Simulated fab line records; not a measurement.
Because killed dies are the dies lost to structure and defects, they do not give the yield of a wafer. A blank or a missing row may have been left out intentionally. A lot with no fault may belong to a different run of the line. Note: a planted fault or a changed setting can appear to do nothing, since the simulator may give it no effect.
Chamber matching -- flow n5-finfet -- 3 sister chambers for N5_BEOL_M13_DEP_53 on pecvd-02
The step deposits SiCN from 3MS/NH3, target thk 50 nm, time 17.8 s. 16 wafers are shown with their chamber, then 8 later ones without.

WAFERS PAIRED WITH THEIR CHAMBERS
wafer,chamber,throttle-valve-pct (%),showerhead-plenum-p-Torr (Torr),showerhead-vpp-V (V)
L080.1,2,17.4,4.152,1615
L080.2,0,18.2,4.198,1601
L080.5,2,17.5,4.148,1574
L079.1,0,18.3,4.202,1582
L079.3,1,18.9,4.155,1584
L079.4,2,17.5,4.143,1617
L083.3,2,17.8,4.165,1592
L083.5,1,18.9,4.153,1616
L083.6,2,17.8,4.148,1601
L084.3,1,18.9,4.146,1575
L084.4,2,17.7,4.142,1592
L084.6,2,17.9,4.156,1591
L085.1,1,19.1,4.164,1555
L085.3,2,17.7,4.155,1625
L085.5,2,17.6,4.142,1637
L086.1,2,17.6,4.154,1605

SIGNATURES, as means of the wafers listed above
reading,chamber 0,chamber 1,chamber 2,scatter within a chamber
throttle-valve-pct,18.250,18.950,17.650,0.141
showerhead-plenum-p-Torr,4.20000,4.15450,4.15050,0.00713
showerhead-vpp-V,1591.50,1582.50,1604.90,20.2
Rule: for each reading, subtract the chamber's mean from the wafer's reading, divide by that reading's scatter and square the result; add these up over the readings and take the root, which gives the wafer's distance from the chamber. The wafer belongs to the nearest chamber; if the next one is less than 2 further off, it can't be placed. The scatter: take each reading less its chamber's mean, square it, sum over the shown wafers, divide by the number of wafers less the number of chambers, and take the root.

WAFERS MISSING THEIR CHAMBER
wafer,throttle-valve-pct (%),showerhead-plenum-p-Torr (Torr),showerhead-vpp-V (V)
L086.2,17.3,4.201,1584
L086.6,17.4,4.206,1598
L088.1,17.9,4.150,1619
L088.2,17.4,4.195,1610
L088.5,17.7,4.147,1607
L094.3,18.9,4.148,1563
L094.4,17.2,4.197,1586
L094.6,18.7,4.150,1572

EACH ONE'S CHAMBER
wafer,from the rows above,in truth
L086.2,can't be placed: 0 or 2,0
L086.6,can't be placed: 0 or 2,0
L088.1,2,2
L088.2,can't be placed: 0 or 2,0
L088.5,2,2
L094.3,1,1
L094.4,can't be placed: 2 or 0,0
L094.6,1,1
Correct placement for 4 of the 8. These rows do not allow placing 4 (true chamber among the candidates in 4). Wrongly placed: 0.
